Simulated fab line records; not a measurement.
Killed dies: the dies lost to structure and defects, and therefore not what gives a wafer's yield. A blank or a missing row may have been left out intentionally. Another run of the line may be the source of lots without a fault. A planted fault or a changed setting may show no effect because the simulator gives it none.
Which of the tools did it?	flow n5 finfet	33 wafers from 11 lots sampled at 2 of the route's 1938 steps

WHAT THE GAUGES READ, wafer by wafer
N5_BEOL_M10_RS_MEAS_57: a four-point-probe measurement. Usual: M10_RS typically reads 0.1506 ohm/sq, with standard deviation 0.0027.
lot	measured	on	M10_RS (ohm/sq)	flag
L328	day 10 20:59	film metro-01	0.1544 0.1479 0.1518	
L331	day 11 01:29	film metro-02	0.1485 0.1487 0.1437	
L334	day 12 01:20	film metro-01	0.1530 0.1561 0.1540	
L335	day 12 05:14	film metro-01	0.1476 0.1515 0.1539	
L336	day 12 14:42	film metro-02	0.1520 0.1524 0.1504	
L337	day 12 18:31	film metro-02	0.1511 0.1539 0.1520	
L339	day 13 02:37	film metro-01	0.1538 0.1538 0.1524	
L347	day 15 01:15	film metro-01	0.1494 0.1488 0.1497	
L349	day 15 19:07	film metro-01	0.1475 0.1538 0.1474	
L348	day 16 01:17	film metro-02	0.1465 0.1509 0.1507	
L350	day 16 01:47	film metro-01	0.1532 0.1498 0.1526	

EACH LOT AND THE TOOL THAT RAN IT (in order: tool; ch and the chambers of the sampled wafers; start)
lot	N5_BEOL_M10_ANNEAL_51
L328	rtp anneal-02 ch 0, day 10 20:16
L331	rtp anneal-02 ch 0, day 11 00:45
L334	rtp anneal-02 ch 0, day 12 00:35
L335	rtp anneal-01 ch 0, day 12 04:33
L336	rtp anneal-01 ch 0, day 12 13:59
L337	rtp anneal-01 ch 0, day 12 17:47
L339	rtp anneal-02 ch 0, day 13 01:56
L347	rtp anneal-01 ch 0, day 15 00:34
L349	rtp anneal-01 ch 0, day 15 18:26
L348	rtp anneal-01 ch 0, day 16 00:33
L350	rtp anneal-02 ch 0, day 16 01:08
- N5_BEOL_M10_ANNEAL_51: time 90 s.

AS READ BY THE TOOLS THEMSELVES (means over the sampled wafers that have a number; for cases with no such wafer, the mark the record gives instead)
N5_BEOL_M10_ANNEAL_51. Usual: wafer_temp_C_max 226.29, standard deviation 0.29.
lot	tool	wafer_temp_C_max	flag
L328	rtp anneal-02	226.88	
L331	rtp anneal-02	226.18	
L334	rtp anneal-02	226.27	
L335	rtp anneal-01	226.39	
L336	rtp anneal-01	226.33	
L337	rtp anneal-01	226.34	
L339	rtp anneal-02	226.54	
L347	rtp anneal-01	226.00	
L349	rtp anneal-01	226.47	
L348	rtp anneal-01	226.20	
L350	rtp anneal-02	226.38	

THE ANSWER, worked out from the rows above alone
Rule: take the mean of a lot's wafers that have a number; if it is more than 3 standard deviations from the usual mean, the lot is off. Also off: a lot with no number at a reading for which 4 or more lots have one. The other lots that the step has rows for count as sound. The gauges are gone through in route order, then the tools' own readings, and for those a lot's mean is taken as printed above. At the first step where some lot is off, the reading lying furthest off is the one used; lots without a number count as furthest.
Across all readings shown, no lot is off: no conclusion can be drawn from this.

WHAT WAS PUT IN BY THE SIMULATOR
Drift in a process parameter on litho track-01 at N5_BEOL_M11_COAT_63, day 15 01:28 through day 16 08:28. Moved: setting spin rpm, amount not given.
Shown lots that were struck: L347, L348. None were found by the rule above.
